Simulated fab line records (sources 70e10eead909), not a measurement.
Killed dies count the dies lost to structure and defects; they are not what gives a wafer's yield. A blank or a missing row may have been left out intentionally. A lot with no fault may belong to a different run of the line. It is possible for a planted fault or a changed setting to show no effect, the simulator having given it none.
Struck lot and sound lot, side by side | flow nand-harc | 16 steps out of a route of 1302
Sound: the wafers L263.1, L263.5, L263.6. Struck: wafer L256.3 (L256.4, L256.5, from the same lot, were not struck and are left out); the cause is given at the end.
Order at every step that has rows: each side's tool, ch and its chambers, its first start. Under that, the readings that differ: sound wafers | struck wafers | difference of the means | sigmas: that difference in standard deviations of wafers without a fault.
alike: same words and numbers on both sides, and readings whose means sit less than 2 such deviations apart. not compared: any withheld reading, any reading some wafer has no value for, any bound like >300 that may hide the same value, and any number with overlapping values for which the record gives no deviation.
A row with sigmas, a row that says differs or no value, or rows on one side alone: a step with any of these is where the two part. When numbers do not overlap yet have no deviation, they are printed without sigmas and do not part them. A reading missing from all wafers of one side parts the sides only when that side holds two or more wafers.

NHARC_A_ONON_D2_THK_MEAS_11: measures by ellipsometry.
  struck on film-metro-02, day 16 06:11; sound on film-metro-02, day 19 01:55
  reading     | sound       | struck | difference | sigmas
  thk-nm (nm) | 992 991 993 | 1012   | +20        | +2
next comes 1 step that has no rows for these wafers: NHARC_A_ONON_D2_DEP_12 (target thickness 1000 nm).
NHARC_A_ONON_D2_THK_MEAS_14: measures by ellipsometry.
  struck on film-metro-02, day 16 06:45; sound on film-metro-02, day 19 02:29
  reading     | sound       | struck | difference | sigmas
  thk-nm (nm) | 975 975 974 | 1005   | +30        | +3
then, 2 steps without rows for these wafers: NHARC_A_ONON_D2_ANNEAL_15 (time 3600 s); NHARC_A_ONON_D2_DEP_16 (target thk 1000 nm).
NHARC_A_ONON_D2_THK_MEAS_18: measures by ellipsometry.
  struck on film-metro-02, day 17 04:01; sound on film-metro-02, day 19 09:50
  reading     | sound          | struck | difference | sigmas
  thk-nm (nm) | 1013 1012 1012 | 993    | -19        | -2
next comes 1 step that has no rows for these wafers: NHARC_A_ONON_D2_DEP_19 (target thickness 1000 nm).
NHARC_A_ONON_D2_THK_MEAS_21: measures by ellipsometry.
  struck on film-metro-02, day 17 04:35; sound on film-metro-02, day 19 10:24
  alike: thk-nm
next comes 1 step that has no rows for these wafers: NHARC_A_ONON_D2_DEP_22 (target thickness 1000 nm).
NHARC_A_ONON_D2_THK_MEAS_24: measures by ellipsometry.
  struck on film-metro-02, day 17 05:10; sound on film-metro-02, day 19 10:58
  alike: thk-nm
next comes 1 step that has no rows for these wafers: NHARC_A_ONON_D2_DEP_25 (target thickness 1000 nm).
NHARC_A_ONON_D2_THK_MEAS_27: measures by ellipsometry.
  struck on film-metro-02, day 17 05:46; sound on film-metro-02, day 19 11:32
  reading     | sound       | struck | difference | sigmas
  thk-nm (nm) | 991 988 988 | 1014   | +25        | +2
NHARC_A_ONON_D2_DEP_28: target thk 1000 nm.
  sound on pecvd-onon-03 ch 0, day 19 11:35; struck on pecvd-onon-01 ch 0, day 17 05:57
NHARC_A_ONON_D2_THK_MEAS_30: measures by ellipsometry.
  struck on film-metro-02, day 17 06:21; sound on film-metro-02, day 19 12:05
  reading     | sound        | struck | difference | sigmas
  thk-nm (nm) | 1000 998 998 | 1841   | +842       | +99 or more
NHARC_A_ONON_D2_DEP_33: deposits SiO2, target thk 200 nm.
  sound on pecvd-02 ch 0,2, day 19 12:12; struck on pecvd-01 ch 1, day 17 06:24
  alike: heater-power-w, throttle-valve-pct
-- the record jumps here: 11 days lie between the struck wafers' starts before and after (it left off in module A_ONON_D2 and takes up again in module END, whose first step shown is number 1302 of the route) --
NHARC_END_SORT_01:
  only the struck wafers appear in the record here, on prober-02 ch 0 at day 28 13:32; the sound ones have no rows

## WHERE THEY PART
At NHARC_A_ONON_D2_THK_MEAS_11 first; at NHARC_END_SORT_01 last (within this record only).

WHY: what the simulator had put in
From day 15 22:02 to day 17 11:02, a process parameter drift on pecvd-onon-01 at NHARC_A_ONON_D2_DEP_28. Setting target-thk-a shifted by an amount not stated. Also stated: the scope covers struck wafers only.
